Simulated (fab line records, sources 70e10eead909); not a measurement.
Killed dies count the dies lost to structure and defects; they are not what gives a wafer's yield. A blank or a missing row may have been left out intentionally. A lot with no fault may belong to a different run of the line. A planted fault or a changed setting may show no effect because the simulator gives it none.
The tool behind it: which one? || flow nand_harc || 11 lots with 32 wafers sampled at 5 steps, on a route of 1302 steps

## WHAT THE GAUGES READ, wafer by wafer
NHARC_END_SORT_01.
{"lot": "L789", "measured": "day 28 12:28", "on": "prober-01", "killed_at_array": "669 92 86"}
{"lot": "L792", "measured": "day 29 12:18", "on": "prober-01", "killed_at_array": "673 673"}

## EACH LOT AND THE TOOL THAT RAN IT (in order: tool; ch and the chambers of the sampled wafers; start)
{"lot": "L782", "NHARC_A_STAIRCASE_ETCH_169": "rie_diel-01 ch 0,1,3, day 15 19:01", "NHARC_A_STAIRCASE_ETCH_13": "rie_diel-09 ch 0,3, day 15 23:40 or earlier", "NHARC_A_STAIRCASE_TRIM_20": "rie_diel-01 ch 0,2,3, day 15 23:40", "NHARC_A_STAIRCASE_TRIM_22": "rie_diel-01 ch 2,3, day 15 23:59"}
{"lot": "L785", "NHARC_A_STAIRCASE_ETCH_169": "rie_diel-09 ch 2,3, day 16 21:18", "NHARC_A_STAIRCASE_ETCH_13": "rie_diel-06 ch 0,1,3, day 17 00:48 or earlier", "NHARC_A_STAIRCASE_TRIM_20": "rie_diel-09 ch 1,2, day 17 00:48", "NHARC_A_STAIRCASE_TRIM_22": "rie_diel-09 ch 2,3, day 17 01:08"}
{"lot": "L783", "NHARC_A_STAIRCASE_ETCH_169": "rie_diel-09 ch 1,2,3, day 17 00:43", "NHARC_A_STAIRCASE_ETCH_13": "rie_diel-06 ch 0,1,2, day 17 04:10 or earlier", "NHARC_A_STAIRCASE_TRIM_20": "rie_diel-06 ch 0,1,3, day 17 04:10", "NHARC_A_STAIRCASE_TRIM_22": "rie_diel-06 ch 0,1,3, day 17 04:32"}
{"lot": "L787", "NHARC_A_STAIRCASE_ETCH_169": "rie_diel-01 ch 0,3, day 18 13:16", "NHARC_A_STAIRCASE_ETCH_13": "rie_diel-01 ch 0,1, day 18 16:07 or earlier", "NHARC_A_STAIRCASE_TRIM_20": "rie_diel-01 ch 1,2, day 18 16:07", "NHARC_A_STAIRCASE_TRIM_22": "rie_diel-01 ch 2,3, day 18 16:29"}
{"lot": "L789", "NHARC_A_STAIRCASE_ETCH_169": "rie_diel-01 ch 0,1, day 19 14:10", "NHARC_A_STAIRCASE_ETCH_13": "rie_diel-01 ch 0,2,3, day 19 17:05 or earlier", "NHARC_A_STAIRCASE_TRIM_20": "rie_diel-01 ch 0,2,3, day 19 17:05", "NHARC_A_STAIRCASE_TRIM_22": "rie_diel-01 ch 0,3, day 19 17:17"}
{"lot": "L792", "NHARC_A_STAIRCASE_ETCH_169": "rie_diel-01 ch 0,3, day 20 02:12", "NHARC_A_STAIRCASE_ETCH_13": "rie_diel-01 ch 0, day 20 05:20 or earlier", "NHARC_A_STAIRCASE_TRIM_20": "rie_diel-01 ch 1,2, day 20 05:20", "NHARC_A_STAIRCASE_TRIM_22": "rie_diel-01 ch 0,2, day 20 05:41"}
{"lot": "L797", "NHARC_A_STAIRCASE_ETCH_169": "rie_diel-01 ch 1,2,3, day 22 13:16", "NHARC_A_STAIRCASE_ETCH_13": "rie_diel-06 ch 0,2,3, day 22 15:59 or earlier", "NHARC_A_STAIRCASE_TRIM_20": "rie_diel-09 ch 0,2,3, day 22 15:59", "NHARC_A_STAIRCASE_TRIM_22": "rie_diel-09 ch 0,1,2, day 22 16:18"}
{"lot": "L800", "NHARC_A_STAIRCASE_ETCH_169": "rie_diel-09 ch 0,1,3, day 23 14:17", "NHARC_A_STAIRCASE_ETCH_13": "rie_diel-01 ch 0,1,2, day 23 17:06 or earlier", "NHARC_A_STAIRCASE_TRIM_20": "rie_diel-01 ch 0,3, day 23 17:06", "NHARC_A_STAIRCASE_TRIM_22": "rie_diel-01 ch 1,3, day 23 17:25"}
{"lot": "L801", "NHARC_A_STAIRCASE_ETCH_169": "rie_diel-06 ch 0,3, day 24 13:42", "NHARC_A_STAIRCASE_ETCH_13": "rie_diel-01 ch 0,1,2, day 24 16:44 or earlier", "NHARC_A_STAIRCASE_TRIM_20": "rie_diel-01 ch 0,1,2, day 24 16:44", "NHARC_A_STAIRCASE_TRIM_22": "rie_diel-01 ch 0,1, day 24 17:05"}
{"lot": "L803", "NHARC_A_STAIRCASE_ETCH_169": "rie_diel-09 ch 0,1,3, day 24 19:50", "NHARC_A_STAIRCASE_ETCH_13": "rie_diel-09 ch 1,2, day 24 22:34 or earlier", "NHARC_A_STAIRCASE_TRIM_20": "rie_diel-01 ch 0,1, day 24 22:34", "NHARC_A_STAIRCASE_TRIM_22": "rie_diel-01 ch 1,2, day 24 22:55"}
{"lot": "L804", "NHARC_A_STAIRCASE_ETCH_169": "rie_diel-06 ch 0,3, day 25 09:56", "NHARC_A_STAIRCASE_ETCH_13": "rie_diel-01 ch 1,2,3, day 25 12:44 or earlier", "NHARC_A_STAIRCASE_TRIM_20": "rie_diel-01 ch 1,2,3, day 25 12:44", "NHARC_A_STAIRCASE_TRIM_22": "rie_diel-01 ch 2,3, day 25 12:59"}
- NHARC_A_STAIRCASE_ETCH_169: etches the open film in CH3F/O2, target depth 50 nm, time 107.1 s.
- NHARC_A_STAIRCASE_ETCH_13: etches the open film in C4F8/O2, target depth 100 nm, time 40.5 s.
- NHARC_A_STAIRCASE_TRIM_20: chemistry O2, time 211.2 s.
- NHARC_A_STAIRCASE_TRIM_22: chemistry O2, time 211.2 s.

## THE ANSWER, worked out from the rows above alone
Rule: usual is defined by the lots themselves. Put in order of their means at a reading, lots are off if they are a third of the lots or fewer, leave a main group of 4 or more, and stand apart from it by a gap of 3 or more times the standard deviation of the main group's means; of several such gaps the widest counts. The tables above print the reading to a certain number of digits; a main group whose means all agree to those digits is not used. Also off: a lot with no number at a reading for which 4 or more lots have one. Where the step has rows for the other lots, those lots are counted as sound.
None of the lots is off at any reading shown; this tells nothing.

## WHAT THE SIMULATOR PUT IN
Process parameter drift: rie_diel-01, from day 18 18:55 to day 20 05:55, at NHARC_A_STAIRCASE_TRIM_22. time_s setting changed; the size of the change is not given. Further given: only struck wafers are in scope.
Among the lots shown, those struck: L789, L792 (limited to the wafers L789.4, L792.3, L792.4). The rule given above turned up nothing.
